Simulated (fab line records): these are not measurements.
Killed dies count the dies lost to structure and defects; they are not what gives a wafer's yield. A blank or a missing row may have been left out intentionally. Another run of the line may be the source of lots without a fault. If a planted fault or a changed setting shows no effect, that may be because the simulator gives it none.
The tool behind it: which one?    flow n5-finfet    30 wafers from 10 lots sampled at 2 of the route's 1938 steps

WHAT THE GAUGES READ, wafer by wafer
N5_BEOL_M14_INSPECT_30: inspects for defects (macro).
lot   measured      on                 raw-defect-count
L828  day 10 15:40  defect-inspect-02  1 2 3
L830  day 11 11:13  defect-inspect-02  2 0 2
L835  day 12 18:00  defect-inspect-01  1 0 3
L837  day 13 18:19  defect-inspect-02  3 0 1
L841  day 14 10:46  defect-inspect-01  238 1 0
L843  day 14 21:23  defect-inspect-02  1 239 1
L845  day 15 12:44  defect-inspect-02  1 3 5
L848  day 15 20:53  defect-inspect-01  0 2 2
L850  day 16 19:59  defect-inspect-02  5 2 4
L851  day 16 20:20  defect-inspect-02  3 1 0

WHICH TOOL RAN EACH LOT (tool, then ch and the chambers of the sampled wafers, then the start)
lot   N5_BEOL_M14_STRIP_63
L828  rie-diel-06 ch 0,1,3, day 10 14:00
L830  rie-diel-03 ch 1,3, day 11 10:00
L835  rie-diel-02 ch 0,1,3, day 12 17:00
L837  rie-diel-03 ch 0,1,3, day 13 17:00
L841  rie-diel-03 ch 1,2,3, day 14 10:00
L843  rie-diel-03 ch 0,1,3, day 14 20:00
L845  rie-diel-06 ch 0,2,3, day 15 12:00
L848  rie-diel-02 ch 2,3, day 15 20:00
L850  rie-diel-06 ch 0,1,2, day 16 19:00
L851  rie-diel-06 ch 1,2, day 16 19:00
- N5_BEOL_M14_STRIP_63: strips in O2.

THE ANSWER, worked out from the rows above alone
Rule: usual is defined by the lots themselves. The widest of any qualifying gaps counts: lots, ordered by their means at a reading, are off when they make up no more than a third of the lots, leave a main group of 4 or more, and stand apart from it by 3 or more times the standard deviation of that group's means. Not used: any main group whose means are identical at the precision the tables above print for the reading. A lot without any number at a reading at which 4 lots or more have one is off too. Any other lot the step has rows for is counted as sound.
Off: L841, L843, at N5_BEOL_M14_INSPECT_30 (raw-defect-count). The main group has a mean of 1.9 with a standard deviation of 0.86.
If a tool, at a process step before that reading, ran all the lots that are off and no sound lot after the first of them, it fits. Gauges at N5_BEOL_M14_INSPECT_30: tried the same way as those tools. One fits: rie-diel-03 at N5_BEOL_M14_STRIP_63. Its last sound lot is L837 (day 13 17:00), its first lot that is off L841 (day 14 10:00): a fault that began between those two fits.

WHAT HAD BEEN PUT IN BY THE SIMULATOR
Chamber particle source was rie-diel-03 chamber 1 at N5_BEOL_M14_STRIP_63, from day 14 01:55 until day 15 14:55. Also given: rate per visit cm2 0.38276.
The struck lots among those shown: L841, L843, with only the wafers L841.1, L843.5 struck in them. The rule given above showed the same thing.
